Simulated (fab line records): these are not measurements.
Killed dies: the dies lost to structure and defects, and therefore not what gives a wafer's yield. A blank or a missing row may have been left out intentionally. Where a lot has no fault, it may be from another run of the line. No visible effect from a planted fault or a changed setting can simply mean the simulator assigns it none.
Chamber matching	flow nand harc	NHARC_P_GATE_DEP_103 on pecvd-02 has 3 sister chambers
The step deposits SiON, target thk 30 nm. 3 wafers are shown with their chamber, then 8 later ones without.

EACH WAFER AND ITS CHAMBER
wafer	chamber	heater power w (W)
L802.3	1	698
L806.4	2	722
L813.1	0	811

WAFERS WHOSE CHAMBER IS MISSING
wafer	heater power w (W)
L813.5	881
L813.6	794
L814.3	726
L814.5	756
L814.6	773
L815.2	795
L815.3	659
L815.4	675

WHICH CHAMBER EACH ONE RAN IN
wafer	from the rows above	in truth
L813.5	0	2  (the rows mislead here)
L813.6	can't be placed: 0 or 2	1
L814.3	can't be placed: 2 or 1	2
L814.5	can't be placed: 2 or 0 or 1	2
L814.6	can't be placed: 0 or 2 or 1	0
L815.2	can't be placed: 0 or 2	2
L815.3	can't be placed: 1 or 2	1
L815.4	can't be placed: 1 or 2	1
0 of 8 placed correctly. Unplaceable from these rows: 7, with the true chamber sitting among the candidates in 6. 1 placed wrongly.
How it was worked out, from the rows above alone: a wafer's distance from a chamber is the root of the sum, over the readings, of the square of ((its reading less the chamber's mean) divided by the reading's scatter). The wafer belongs to the nearest chamber; if the next one is less than 2 further off, it can't be placed. A chamber's mean is the mean of its shown wafers. The scatter (one wafer shown for each chamber): square how far every hidden wafer sits from the nearest shown wafer, average those squares and take the square root.
